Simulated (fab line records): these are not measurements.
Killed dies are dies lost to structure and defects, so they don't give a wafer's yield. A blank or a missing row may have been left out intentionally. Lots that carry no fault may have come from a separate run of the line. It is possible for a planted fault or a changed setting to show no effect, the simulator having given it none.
Split-lot experiment / flow n5-finfet / 21 wafers read from 7 lots, route of 1938 steps

## THE SPLIT ITSELF
At N5_BEOL_M5_COAT_66 (time 60 s, resist thk 12 nm), the setting spin-rpm was moved away from the recipe's 1500 rpm on 7 of the 21 wafers read, by -9.5% to +8.9%. The other wafers ran this setting at the recipe's value.

The reading is taken at the split's own step.

## THE READING
SiARC_of_BEOL_M5_COAT_66.thk-nm (the simulator's own value, which no gauge read), in nm, at N5_BEOL_M5_COAT_66 (time 60 s, resist thk 12 nm). No usual value for it is given in the file.

wafer=L079.2; tool, chamber at the split=litho-track-01, 0; spin-rpm as run, rpm=1591; against the recipe=+6.1%; SiARC_of_BEOL_M5_COAT_66.thk-nm, nm=11.6; against lot-mates on the recipe=-0.4
wafer=L079.5; tool, chamber at the split=litho-track-01, 0; spin-rpm as run, rpm=1591; against the recipe=+6.1%; SiARC_of_BEOL_M5_COAT_66.thk-nm, nm=11.6; against lot-mates on the recipe=-0.4
wafer=L079.3; tool, chamber at the split=litho-track-01, 0; spin-rpm as run, rpm=1500; against the recipe=recipe; SiARC_of_BEOL_M5_COAT_66.thk-nm, nm=12; against lot-mates on the recipe=-
wafer=L078.1; tool, chamber at the split=litho-track-05, 0; spin-rpm as run, rpm=1500; against the recipe=recipe; SiARC_of_BEOL_M5_COAT_66.thk-nm, nm=12; against lot-mates on the recipe=-
wafer=L078.3; tool, chamber at the split=litho-track-05, 0; spin-rpm as run, rpm=1500; against the recipe=recipe; SiARC_of_BEOL_M5_COAT_66.thk-nm, nm=12; against lot-mates on the recipe=-
wafer=L078.6; tool, chamber at the split=litho-track-05, 0; spin-rpm as run, rpm=1500; against the recipe=recipe; SiARC_of_BEOL_M5_COAT_66.thk-nm, nm=12; against lot-mates on the recipe=-
wafer=L082.2; tool, chamber at the split=litho-track-01, 0; spin-rpm as run, rpm=1357; against the recipe=-9.5%; SiARC_of_BEOL_M5_COAT_66.thk-nm, nm=12.6; against lot-mates on the recipe=+0.6
wafer=L082.3; tool, chamber at the split=litho-track-01, 0; spin-rpm as run, rpm=1357; against the recipe=-9.5%; SiARC_of_BEOL_M5_COAT_66.thk-nm, nm=12.6; against lot-mates on the recipe=+0.6
wafer=L082.4; tool, chamber at the split=litho-track-01, 0; spin-rpm as run, rpm=1500; against the recipe=recipe; SiARC_of_BEOL_M5_COAT_66.thk-nm, nm=12; against lot-mates on the recipe=-
wafer=L091.1; tool, chamber at the split=litho-track-05, 0; spin-rpm as run, rpm=1500; against the recipe=recipe; SiARC_of_BEOL_M5_COAT_66.thk-nm, nm=12; against lot-mates on the recipe=-
wafer=L091.2; tool, chamber at the split=litho-track-05, 0; spin-rpm as run, rpm=1500; against the recipe=recipe; SiARC_of_BEOL_M5_COAT_66.thk-nm, nm=12; against lot-mates on the recipe=-
wafer=L091.6; tool, chamber at the split=litho-track-05, 0; spin-rpm as run, rpm=1500; against the recipe=recipe; SiARC_of_BEOL_M5_COAT_66.thk-nm, nm=12; against lot-mates on the recipe=-
wafer=L094.1; tool, chamber at the split=litho-track-01, 0; spin-rpm as run, rpm=1500; against the recipe=recipe; SiARC_of_BEOL_M5_COAT_66.thk-nm, nm=12; against lot-mates on the recipe=-
wafer=L094.4; tool, chamber at the split=litho-track-01, 0; spin-rpm as run, rpm=1500; against the recipe=recipe; SiARC_of_BEOL_M5_COAT_66.thk-nm, nm=12; against lot-mates on the recipe=-
wafer=L094.5; tool, chamber at the split=litho-track-01, 0; spin-rpm as run, rpm=1500; against the recipe=recipe; SiARC_of_BEOL_M5_COAT_66.thk-nm, nm=12; against lot-mates on the recipe=-
wafer=L095.1; tool, chamber at the split=litho-track-02, 0; spin-rpm as run, rpm=1446; against the recipe=-3.6%; SiARC_of_BEOL_M5_COAT_66.thk-nm, nm=12.2; against lot-mates on the recipe=+0.2
wafer=L095.6; tool, chamber at the split=litho-track-02, 0; spin-rpm as run, rpm=1446; against the recipe=-3.6%; SiARC_of_BEOL_M5_COAT_66.thk-nm, nm=12.2; against lot-mates on the recipe=+0.2
wafer=L095.2; tool, chamber at the split=litho-track-02, 0; spin-rpm as run, rpm=1500; against the recipe=recipe; SiARC_of_BEOL_M5_COAT_66.thk-nm, nm=12; against lot-mates on the recipe=-
wafer=L097.2; tool, chamber at the split=litho-track-01, 0; spin-rpm as run, rpm=1500; against the recipe=recipe; SiARC_of_BEOL_M5_COAT_66.thk-nm, nm=12; against lot-mates on the recipe=-
wafer=L097.4; tool, chamber at the split=litho-track-01, 0; spin-rpm as run, rpm=1500; against the recipe=recipe; SiARC_of_BEOL_M5_COAT_66.thk-nm, nm=12; against lot-mates on the recipe=-
wafer=L097.5; tool, chamber at the split=litho-track-01, 0; spin-rpm as run, rpm=1634; against the recipe=+8.9%; SiARC_of_BEOL_M5_COAT_66.thk-nm, nm=11.4; against lot-mates on the recipe=-0.6

FIT RESULTS
A straight line over all 21 wafers: SiARC_of_BEOL_M5_COAT_66.thk-nm changes by -0.064 nm for each +1% of spin-rpm; r = -1.00; the points scatter about the line by 0.011 nm.
The same after taking each lot's own level away (the mean of its wafers on the recipe; 21 wafers): -0.064 nm for each +1%; r = -1.00; scatter 0.011 nm.
That fit puts the effect of the largest move of spin-rpm on the reading at 0.61 nm.
The lots' own levels span 12.00 to 12.00 nm.
So the lot-to-lot level changes the slope little: the two slopes agree.
Check: with one of the wafers moved furthest among these (-9.5%) left out of the fit, the line predicts +0.606 nm for it against its lot-mates. It came out at +0.6 nm against them.

## FURTHER SPLITS ON THESE WAFERS
These wafers also went through other splits before the reading. Each is held against what the fit with the lots' levels taken away leaves over:
other split on the same wafers=N5_BEOL_M4_ETCH_70 bias-w; wafers away from the commonest value=11; r with SiARC_of_BEOL_M5_COAT_66.thk-nm (lot level and that fit taken away)=-0.12
other split on the same wafers=N5_BEOL_M5_HM_DEP_02 target-thk-a; wafers away from the commonest value=8; r with SiARC_of_BEOL_M5_COAT_66.thk-nm (lot level and that fit taken away)=-0.13
other split on the same wafers=N5_BEOL_M5_EXPOSE_08 dose-mj; wafers away from the commonest value=7; r with SiARC_of_BEOL_M5_COAT_66.thk-nm (lot level and that fit taken away)=-0.38

## FILE'S OWN FIT
SiARC_of_BEOL_M5_COAT_66.thk-nm changes by -0.0645 nm for each +1% of spin-rpm, r = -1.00.
